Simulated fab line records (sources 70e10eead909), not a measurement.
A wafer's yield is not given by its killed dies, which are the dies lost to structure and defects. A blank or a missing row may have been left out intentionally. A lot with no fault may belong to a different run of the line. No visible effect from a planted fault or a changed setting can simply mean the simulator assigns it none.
Chamber matching ; flow nand harc ; NHARC_A_CHANNEL_FILL_D1_CMP_10 on cmp-02 has 4 sister chambers
The step polishes, target thk 150 nm. 8 wafers are shown with their chamber, then 11 later ones without.

== WAFERS WITH THEIR CHAMBER ==
wafer;chamber;motor current A (A);time to endpoint s (s)
L078.3;0;13.6;14.5
L082.2;0;13.3;18.9
L084.3;1;11.2;15.7
L084.6;3;10.7;16.3
L085.2;2;9.7;16.9
L085.3;3;11.0;17.0
L085.6;1;10.6;16.5
L087.1;2;9.6;18.0

== WAFERS WITHOUT THEIR CHAMBER ==
wafer;motor current A (A);time to endpoint s (s)
L087.2;10.9;18.5
L087.5;13.9;19.9
L089.3;13.3;18.4
L089.4;11.2;15.8
L089.5;11.8;17.4
L095.3;13.2;16.5
L095.4;11.6;13.3
L095.6;11.3;15.9
L095.1;10.5;14.4
L095.2;11.7;15.0
L095.5;10.4;16.8

== EACH ONE'S CHAMBER ==
wafer;from the rows above;in truth
L087.2;can't be placed: 3 or 1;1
L087.5;0;0
L089.3;0;0
L089.4;can't be placed: 1 or 3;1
L089.5;can't be placed: 1 or 3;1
L095.3;0;0
L095.4;can't be placed: 1 or 3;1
L095.6;can't be placed: 1 or 3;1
L095.1;can't be placed: 1 or 3 or 2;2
L095.2;can't be placed: 1 or 3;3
L095.5;can't be placed: 3 or 1 or 2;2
Correctly placed: 3 of 11. Cannot be placed on the basis of these rows: 8; the candidates contain the true chamber in 8. 0 placed wrongly.
How it was worked out, from the rows above alone: a wafer's distance from a chamber is the root of the sum, over the readings, of the square of ((its reading less the chamber's mean) divided by the reading's scatter). The wafer belongs to the nearest chamber; if the next one is less than 2 further off, it can't be placed. A chamber's mean is the mean of its shown wafers. The scatter: the root of (the sum of the squares of (reading less its chamber's mean) over the shown wafers, divided by (wafers less chambers)).
